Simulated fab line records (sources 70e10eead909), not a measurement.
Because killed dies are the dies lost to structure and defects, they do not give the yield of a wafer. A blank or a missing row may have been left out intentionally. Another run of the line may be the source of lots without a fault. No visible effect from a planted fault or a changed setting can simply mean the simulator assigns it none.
What tool caused it? / flow nand-harc / 12 lots, 36 wafers sampled, at 6 steps of a route of 1302

WHAT THE GAUGES SHOWED, per wafer
NHARC_P_GATE_CD_MEAS_91 targets a cd of 2000 nm. Usual: cd-nm at 1999.1 nm, with a standard deviation of 1.8.
lot=L654; measured=day 6 17:20; on=cd-sem-02; cd-nm (nm)=2003.8 2001.3 2001.4; flag=
lot=L656; measured=day 7 02:59; on=cd-sem-03; cd-nm (nm)=1997.9 2001.0 1997.7; flag=
lot=L658; measured=day 7 23:48; on=cd-sem-03; cd-nm (nm)=1995.1 1998.3 1998.4; flag=
lot=L659; measured=day 8 04:03; on=cd-sem-03; cd-nm (nm)=1999.9 2001.1 1999.2; flag=
lot=L660; measured=day 8 14:35; on=cd-sem-03; cd-nm (nm)=1997.9 1999.2 1997.0; flag=
lot=L661; measured=day 8 21:01; on=cd-sem-03; cd-nm (nm)=1997.1 2000.7 1999.8; flag=
lot=L662; measured=day 9 14:40; on=cd-sem-02; cd-nm (nm)=2000.5 1998.9 2000.8; flag=
lot=L666; measured=day 10 23:08; on=cd-sem-03; cd-nm (nm)=1985.5 1988.1 1987.4 1985.6 1988.3 1987.3; flag=OFF
lot=L670; measured=day 12 19:20; on=cd-sem-01; cd-nm (nm)=1988.1 1988.2 1985.3 1988.1 1987.9 1985.4; flag=OFF
lot=L671; measured=day 13 07:23; on=cd-sem-03; cd-nm (nm)=2000.7 1998.7 1998.2; flag=
lot=L674; measured=day 14 08:55; on=cd-sem-03; cd-nm (nm)=2000.2 2001.0 2001.9; flag=
lot=L676; measured=day 15 04:40; on=cd-sem-03; cd-nm (nm)=2000.4 1998.9 2001.6; flag=

NHARC_END_SORT_01. Usual: killed-at-array 55, standard deviation 23; killed-at-other 1.0, standard deviation 1.2; killed-at-periphery 3.2, standard deviation 2.7; killed-dies 59, standard deviation 23; killed-open 3.1, standard deviation 1.6; killed-short 2.2, standard deviation 1.5.
lot=L666; measured=day 29 09:08; on=prober-01; killed-at-array=53 45; killed-at-other=1 2; killed-at-periphery=3 1; killed-dies=57 48; killed-open=3 0; killed-short=1 2; flag=

TOOL THAT RAN EACH LOT (tool first, then ch and the chambers of the sampled wafers, then the start)
lot=L654; NHARC_P_GATE_EXPOSE_88=krf-scanner-02 ch 0, day 6 17:11; NHARC_P_GATE_STRIP_95=plasma-asher-01 ch 0, day 6 18:35; NHARC_P_GATE_DEGAS_109=pvd-sputter-02, day 6 19:27; NHARC_P_CONTACT_DEP_00=pecvd-03 ch 1,2, no start
lot=L656; NHARC_P_GATE_EXPOSE_88=krf-scanner-03 ch 0, day 7 02:50; NHARC_P_GATE_STRIP_95=plasma-asher-02 ch 0,1, day 7 04:17; NHARC_P_GATE_DEGAS_109=pvd-sputter-03, day 7 05:08; NHARC_P_CONTACT_DEP_00=pecvd-01 ch 0,1,2, no start
lot=L658; NHARC_P_GATE_EXPOSE_88=krf-scanner-03 ch 0, day 7 23:39; NHARC_P_GATE_STRIP_95=plasma-asher-02 ch 0,1, day 8 01:04; NHARC_P_GATE_DEGAS_109=pvd-sputter-03, day 8 01:55; NHARC_P_CONTACT_DEP_00=pecvd-01 ch 0,1,2, no start
lot=L659; NHARC_P_GATE_EXPOSE_88=krf-scanner-02 ch 0, day 8 03:54; NHARC_P_GATE_STRIP_95=plasma-asher-02 ch 0,1, day 8 05:39; NHARC_P_GATE_DEGAS_109=pvd-sputter-02, day 8 06:29; NHARC_P_CONTACT_DEP_00=pecvd-01 ch 0,1,2, no start
lot=L660; NHARC_P_GATE_EXPOSE_88=krf-scanner-02 ch 0, day 8 14:26; NHARC_P_GATE_STRIP_95=plasma-asher-01 ch 0,1, day 8 15:50; NHARC_P_GATE_DEGAS_109=pvd-sputter-03, day 8 16:41; NHARC_P_CONTACT_DEP_00=pecvd-01 ch 0,1,2, no start
lot=L661; NHARC_P_GATE_EXPOSE_88=krf-scanner-02 ch 0, day 8 20:52; NHARC_P_GATE_STRIP_95=plasma-asher-01 ch 0, day 8 22:16; NHARC_P_GATE_DEGAS_109=pvd-sputter-02, day 8 23:08; NHARC_P_CONTACT_DEP_00=pecvd-04 ch 1,2, day 9 00:34
lot=L662; NHARC_P_GATE_EXPOSE_88=krf-scanner-03 ch 0, day 9 14:31; NHARC_P_GATE_STRIP_95=plasma-asher-01 ch 0,1, day 9 15:56; NHARC_P_GATE_DEGAS_109=pvd-sputter-03, day 9 16:48; NHARC_P_CONTACT_DEP_00=pecvd-03 ch 1,2, no start
lot=L666; NHARC_P_GATE_EXPOSE_88=krf-scanner-02 ch 0, day 10 22:59; NHARC_P_GATE_STRIP_95=plasma-asher-02 ch 0,1, day 11 18:49; NHARC_P_GATE_DEGAS_109=pvd-sputter-02, day 11 20:11; NHARC_P_CONTACT_DEP_00=pecvd-03 ch 1,2, day 11 21:37
lot=L670; NHARC_P_GATE_EXPOSE_88=krf-scanner-02 ch 0, day 12 19:11; NHARC_P_GATE_STRIP_95=plasma-asher-01 ch 0,1, day 13 02:10; NHARC_P_GATE_DEGAS_109=pvd-sputter-01, day 13 03:11; NHARC_P_CONTACT_DEP_00=pecvd-03 ch 0,1, no start
lot=L671; NHARC_P_GATE_EXPOSE_88=krf-scanner-03 ch 0, day 13 07:14; NHARC_P_GATE_STRIP_95=plasma-asher-02 ch 0,1, day 13 08:37; NHARC_P_GATE_DEGAS_109=pvd-sputter-01, day 13 09:29; NHARC_P_CONTACT_DEP_00=pecvd-04 ch 1,2, no start
lot=L674; NHARC_P_GATE_EXPOSE_88=krf-scanner-03 ch 0, day 14 08:45; NHARC_P_GATE_STRIP_95=plasma-asher-02 ch 0,1, day 14 10:10; NHARC_P_GATE_DEGAS_109=pvd-sputter-02, day 14 11:02; NHARC_P_CONTACT_DEP_00=pecvd-03 ch 0,1,2, no start
lot=L676; NHARC_P_GATE_EXPOSE_88=krf-scanner-04 ch 0, day 15 04:30; NHARC_P_GATE_STRIP_95=plasma-asher-02 ch 0,1, day 15 05:55; NHARC_P_GATE_DEGAS_109=pvd-sputter-03, day 15 06:46; NHARC_P_CONTACT_DEP_00=pecvd-03 ch 0,2, no start
- NHARC_P_GATE_EXPOSE_88: exposes mask P HVN, target cd 2000 nm.
- NHARC_P_GATE_STRIP_95: strips in O2.
- NHARC_P_GATE_DEGAS_109: time 60 s.
- NHARC_P_CONTACT_DEP_00: deposits SiO2, target thk 500 nm.

AS READ BY THE TOOLS THEMSELVES (means over the sampled wafers that have a number; for cases with no such wafer, the mark the record gives instead)
NHARC_P_GATE_EXPOSE_88. Usual: exposure-dose-mJ-cm2 at 11.871, with a standard deviation of 0.012.
lot=L654 tool=krf-scanner-02 exposure-dose-mJ-cm2=11.876 flag=
lot=L656 tool=krf-scanner-03 exposure-dose-mJ-cm2=11.866 flag=
lot=L658 tool=krf-scanner-03 exposure-dose-mJ-cm2=11.885 flag=
lot=L659 tool=krf-scanner-02 exposure-dose-mJ-cm2=11.875 flag=
lot=L660 tool=krf-scanner-02 exposure-dose-mJ-cm2=11.861 flag=
lot=L661 tool=krf-scanner-02 exposure-dose-mJ-cm2=11.874 flag=
lot=L662 tool=krf-scanner-03 exposure-dose-mJ-cm2=11.865 flag=
lot=L666 tool=krf-scanner-02 exposure-dose-mJ-cm2=11.184 flag=OFF
lot=L670 tool=krf-scanner-02 exposure-dose-mJ-cm2=11.181 flag=OFF
lot=L671 tool=krf-scanner-03 exposure-dose-mJ-cm2=11.869 flag=
lot=L674 tool=krf-scanner-03 exposure-dose-mJ-cm2=11.883 flag=
lot=L676 tool=krf-scanner-04 exposure-dose-mJ-cm2=11.868 flag=

NHARC_P_GATE_STRIP_95. Usual: drypump-motor-current-A 5.89 A, standard deviation 0.29; heater-power-w 336 W, standard deviation 26.
lot=L654; tool=plasma-asher-01; drypump-motor-current-A (A)=5.56; heater-power-w (W)=304; flag=
lot=L656; tool=plasma-asher-02; drypump-motor-current-A (A)=6.17; heater-power-w (W)=335; flag=
lot=L658; tool=plasma-asher-02; drypump-motor-current-A (A)=6.00; heater-power-w (W)=339; flag=
lot=L659; tool=plasma-asher-02; drypump-motor-current-A (A)=6.00; heater-power-w (W)=332; flag=
lot=L660; tool=plasma-asher-01; drypump-motor-current-A (A)=5.62; heater-power-w (W)=316; flag=
lot=L661; tool=plasma-asher-01; drypump-motor-current-A (A)=5.56; heater-power-w (W)=293; flag=
lot=L662; tool=plasma-asher-01; drypump-motor-current-A (A)=5.69; heater-power-w (W)=336; flag=
lot=L666; tool=plasma-asher-02; drypump-motor-current-A (A)=6.16; heater-power-w (W)=332; flag=
lot=L670; tool=plasma-asher-01; drypump-motor-current-A (A)=5.68; heater-power-w (W)=342; flag=
lot=L671; tool=plasma-asher-02; drypump-motor-current-A (A)=6.14; heater-power-w (W)=347; flag=
lot=L674; tool=plasma-asher-02; drypump-motor-current-A (A)=6.00; heater-power-w (W)=342; flag=
lot=L676; tool=plasma-asher-02; drypump-motor-current-A (A)=6.00; heater-power-w (W)=350; flag=

NHARC_P_GATE_DEGAS_109. Usual: heater-power-w 463 W, standard deviation 34; susceptor-temp-C 300.02 C, standard deviation 0.22.
lot=L654; tool=pvd-sputter-02; heater-power-w (W)=455; susceptor-temp-C (C)=300.09; flag=
lot=L656; tool=pvd-sputter-03; heater-power-w (W)=439; susceptor-temp-C (C)=300.01; flag=
lot=L658; tool=pvd-sputter-03; heater-power-w (W)=463; susceptor-temp-C (C)=300.08; flag=
lot=L659; tool=pvd-sputter-02; heater-power-w (W)=464; susceptor-temp-C (C)=-; flag=OFF
lot=L660; tool=pvd-sputter-03; heater-power-w (W)=481; susceptor-temp-C (C)=300.14; flag=
lot=L661; tool=pvd-sputter-02; heater-power-w (W)=458; susceptor-temp-C (C)=300.23; flag=
lot=L662; tool=pvd-sputter-03; heater-power-w (W)=492; susceptor-temp-C (C)=299.87; flag=
lot=L666; tool=pvd-sputter-02; heater-power-w (W)=447; susceptor-temp-C (C)=300.00; flag=
lot=L670; tool=pvd-sputter-01; heater-power-w (W)=450; susceptor-temp-C (C)=300.12; flag=
lot=L671; tool=pvd-sputter-01; heater-power-w (W)=463; susceptor-temp-C (C)=299.73; flag=
lot=L674; tool=pvd-sputter-02; heater-power-w (W)=458; susceptor-temp-C (C)=299.78; flag=
lot=L676; tool=pvd-sputter-03; heater-power-w (W)=450; susceptor-temp-C (C)=299.97; flag=

NHARC_P_CONTACT_DEP_00. Usual: chamber-pressure-Torr 6.499 Torr, standard deviation 0.014; flow-sccm 2651 sccm, standard deviation 7.6; heater-power-w 508 W, standard deviation 100; susceptor-temp-C 400.05 C, standard deviation 0.22; throttle-valve-pct 15.8 %, standard deviation 0.72.
lot=L654; tool=pecvd-03; chamber-pressure-Torr (Torr)=6.492; flow-sccm (sccm)=2652; heater-power-w (W)=524; susceptor-temp-C (C)=400.08; throttle-valve-pct (%)=16.2; flag=
lot=L656; tool=pecvd-01; chamber-pressure-Torr (Torr)=6.486; flow-sccm (sccm)=2650; heater-power-w (W)=442; susceptor-temp-C (C)=400.27; throttle-valve-pct (%)=15.5; flag=
lot=L658; tool=pecvd-01; chamber-pressure-Torr (Torr)=6.489; flow-sccm (sccm)=2651; heater-power-w (W)=458; susceptor-temp-C (C)=400.06; throttle-valve-pct (%)=15.2; flag=
lot=L659; tool=pecvd-01; chamber-pressure-Torr (Torr)=6.497; flow-sccm (sccm)=2646; heater-power-w (W)=461; susceptor-temp-C (C)=400.02; throttle-valve-pct (%)=15.5; flag=
lot=L660; tool=pecvd-01; chamber-pressure-Torr (Torr)=6.502; flow-sccm (sccm)=2653; heater-power-w (W)=414; susceptor-temp-C (C)=399.94; throttle-valve-pct (%)=15.3; flag=
lot=L661; tool=pecvd-04; chamber-pressure-Torr (Torr)=6.493; flow-sccm (sccm)=2658; heater-power-w (W)=566; susceptor-temp-C (C)=400.12; throttle-valve-pct (%)=16.3; flag=
lot=L662; tool=pecvd-03; chamber-pressure-Torr (Torr)=6.501; flow-sccm (sccm)=2648; heater-power-w (W)=449; susceptor-temp-C (C)=400.05; throttle-valve-pct (%)=16.5; flag=
lot=L666; tool=pecvd-03; chamber-pressure-Torr (Torr)=6.500; flow-sccm (sccm)=2644; heater-power-w (W)=452; susceptor-temp-C (C)=399.86; throttle-valve-pct (%)=16.5; flag=
lot=L670; tool=pecvd-03; chamber-pressure-Torr (Torr)=6.510; flow-sccm (sccm)=2647; heater-power-w (W)=619; susceptor-temp-C (C)=400.01; throttle-valve-pct (%)=15.7; flag=
lot=L671; tool=pecvd-04; chamber-pressure-Torr (Torr)=6.505; flow-sccm (sccm)=2646; heater-power-w (W)=607; susceptor-temp-C (C)=400.14; throttle-valve-pct (%)=15.7; flag=
lot=L674; tool=pecvd-03; chamber-pressure-Torr (Torr)=6.492; flow-sccm (sccm)=2653; heater-power-w (W)=546; susceptor-temp-C (C)=400.17; throttle-valve-pct (%)=16.1; flag=
lot=L676; tool=pecvd-03; chamber-pressure-Torr (Torr)=6.502; flow-sccm (sccm)=2642; heater-power-w (W)=558; susceptor-temp-C (C)=400.13; throttle-valve-pct (%)=16.0; flag=

THE ANSWER, worked out from the rows above alone
Rule: take the mean of a lot's wafers that have a number; if it is more than 3 standard deviations from the usual mean, the lot is off. A lot without any number at a reading at which 4 lots or more have one is off too. The other lots that the step has rows for count as sound. After the gauges, taken in route order, come the tools' own readings; for these a lot's mean is taken, as printed above. At the first step where some lot is off, the reading lying furthest off is the one used; lots without a number count as furthest.
Off, at NHARC_P_GATE_CD_MEAS_91 on cd-nm: L666, L670.
A tool fits if, at a process step before that reading, it ran every lot that is off, and no sound lot after the first of them. The gauges at NHARC_P_GATE_CD_MEAS_91 aren't tried: what is off there is off at NHARC_P_GATE_EXPOSE_88 too, on other tools, and a gauge's error can't cause that. One fits: krf-scanner-02 at NHARC_P_GATE_EXPOSE_88. A fault onset in the window from L661 (day 8 20:52, its last sound lot) to L666 (day 10 22:59, its first lot off) fits.
On the lots that are off, the tool's own readings at NHARC_P_GATE_EXPOSE_88 differ by more than 5 times the standard deviation of the sound lots' means, which bears it out; exposure-dose-mJ-cm2 reads 11.182 there versus 11.872 on the sound lots.

WHAT THE SIMULATOR HAD INSERTED
Drift in process parameters on krf-scanner-02 at NHARC_P_GATE_EXPOSE_88, starting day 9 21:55. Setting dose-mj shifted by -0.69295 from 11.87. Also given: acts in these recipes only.
Struck lots among those shown: L666, L670. The rule given above showed the same thing.
